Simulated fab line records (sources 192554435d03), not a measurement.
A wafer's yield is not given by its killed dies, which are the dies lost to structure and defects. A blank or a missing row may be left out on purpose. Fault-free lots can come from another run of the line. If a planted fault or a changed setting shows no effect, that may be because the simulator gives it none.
Split-lot trial | flow n5Finfet | 7 lots, 39 wafers read, on a route of 1938 steps

ABOUT THE SPLIT
At N5_BEOL_M1_ILD_DEP_00 (deposits SiOC from DEMS/O2, target thk 79 nm, time 15.3 s), the setting timeS was moved away from the recipe's 15.3 s on 15 of the 39 wafers read, by -59.9% to +49.2%. The other wafers ran this setting at the recipe's value.

Split to reading: the file shows no intervening step.

THE READING
M1_ILD_THK (nm), taken at N5_BEOL_M1_THK_MEAS_01. A value of 78.5 nm with a standard deviation of 1.4 nm is what fault-free wafers of this fab line usually give.

wafer  | tool, chamber at the split | timeS as run, s | against the recipe | M1_ILD_THK, nm | against lot-mates on the recipe
L074.1 | pecvd-04, 2                | 15.3            | recipe             | 79.5           | -
L074.2 | pecvd-04, 1                | 9.937           | -35.1%             | 52.0           | -27.6
L074.3 | pecvd-04, 0                | 9.937           | -35.1%             | 50.4           | -29.2
L074.4 | pecvd-04, 2                | 15.3            | recipe             | 80.5           | -
L074.5 | pecvd-04, 0                | 15.3            | recipe             | 78.8           | -
L074.6 | pecvd-04, 1                | 9.937           | -35.1%             | 52.7           | -26.9
L075.1 | pecvd-04, 1                | 15.3            | recipe             | 76.5           | -
L075.2 | pecvd-04, 2                | 15.3            | recipe             | 77.6           | -
L075.3 | pecvd-04, 0                | 22.82           | +49.2%             | 113.7          | +36.6
L075.4 | pecvd-04, 1                | 22.82           | +49.2%             | 117.2          | +40.1
L075.5 | pecvd-04, 2                | 22.82           | +49.2%             | 117.0          | +39.9
L075.6 | pecvd-04, 0                | 15.3            | recipe             | 77.1           | -
L081.1 | pecvd-04, 1                | 15.3            | recipe             | 79.5           | -
L081.2 | pecvd-04, 2                | 6.937           | -54.7%             | 35.2           | -43.4
L081.3 | pecvd-04, 0                | 6.937           | -54.7%             | 33.9           | -44.7
L081.4 | pecvd-04, 1                | 6.937           | -54.7%             | 36.8           | -41.8
L081.5 | pecvd-04, 0                | 15.3            | recipe             | 77.3           | -
L081.6 | pecvd-04, 2                | 15.3            | recipe             | 79.0           | -
L086.1 | pecvd-04, 1                | 15.3            | recipe             | 77.6           | -
L086.3 | pecvd-04, 2                | 15.3            | recipe             | 78.7           | -
L086.4 | pecvd-04, 1                | 15.3            | recipe             | 79.1           | -
L089.1 | pecvd-02, 1                | 15.3            | recipe             | 76.6           | -
L089.2 | pecvd-02, 0                | 15.3            | recipe             | 78.0           | -
L089.3 | pecvd-02, 0                | 15.3            | recipe             | 79.9           | -
L089.4 | pecvd-02, 1                | 15.3            | recipe             | 77.8           | -
L089.5 | pecvd-02, 0                | 15.3            | recipe             | 78.9           | -
L089.6 | pecvd-02, 1                | 15.3            | recipe             | 78.4           | -
L090.1 | pecvd-01, 0                | 15.3            | recipe             | 77.8           | -
L090.2 | pecvd-01, 1                | 15.3            | recipe             | 75.4           | -
L090.3 | pecvd-01, 2                | 6.142           | -59.9%             | 32.6           | -45.2
L090.4 | pecvd-01, 1                | 6.142           | -59.9%             | 29.5           | -48.3
L090.5 | pecvd-01, 0                | 15.3            | recipe             | 80.1           | -
L090.6 | pecvd-01, 2                | 6.142           | -59.9%             | 32.2           | -45.6
L093.1 | pecvd-01, 2                | 9.508           | -37.9%             | 50.0           | -30.1
L093.2 | pecvd-01, 0                | 9.508           | -37.9%             | 48.9           | -31.2
L093.3 | pecvd-01, 1                | 9.508           | -37.9%             | 46.9           | -33.2
L093.4 | pecvd-01, 2                | 15.3            | recipe             | 80.2           | -
L093.5 | pecvd-01, 0                | 15.3            | recipe             | 79.9           | -
L093.6 | pecvd-01, 2                | 15.3            | recipe             | 80.2           | -

FIT RESULTS
A straight line over all 39 wafers: M1_ILD_THK changes by +0.779 nm for each +1% of timeS; r = +1.00; the points scatter about the line by 1.4 nm.
The same after taking each lot's own level away (the mean of its wafers on the recipe; 39 wafers): +0.791 nm for each +1%; r = +1.00; scatter 1.3 nm.
Per that fit: largest timeS move, reading shift of 47 nm.
Measured against the standard deviation above, the lots' own levels, which go from 77.07 to 80.10 nm, span 2.2 times it.
Hence the lot-to-lot level has little effect on the slope; both slopes agree.
Check: with one of the wafers moved furthest among these (-59.9%) left out of the fit, the line predicts -47.7 nm for it against its lot-mates. It came out at -45.2 nm against them.

OTHER SPLITS APPLIED TO THESE WAFERS
Note: prior to the reading, these wafers also went through further splits. Each is held against what the fit with the lots' levels taken away leaves over:
other split on the same wafers        | wafers away from the commonest value | r with M1_ILD_THK (lot level and that fit taken away)
N5_SD_EPI_P_EPI_21 timeS              | 12                                   | -0.04
N5_HKMG_FIN_ALD_72 aldCycles          | 18                                   | +0.12
N5_MOL_CONTACT_COAG_ALD_133 aldCycles | 15                                   | -0.06

THE WHOLE CHAIN: every reading that the file lists as answering this split, in the file's order
step                   | what it does                                              | reading                                                                           | change (the file's fit)               | r (the file's)
N5_BEOL_M1_ILD_DEP_00  | deposits SiOC from DEMS/O2, target thk 79 nm, time 15.3 s | SiOC_of_BEOL_M1_ILD_DEP_00.thkNm (the simulator's own value, which no gauge read) | +0.792 nm for each +1% of the setting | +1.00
N5_BEOL_M1_THK_MEAS_01 |                                                           | M1_ILD_THK                                                                        | +0.792 for each +1% of the setting    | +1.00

FILE'S OWN FIT
M1_ILD_THK changes by +0.792 nm for each +1% of timeS, r = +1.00.
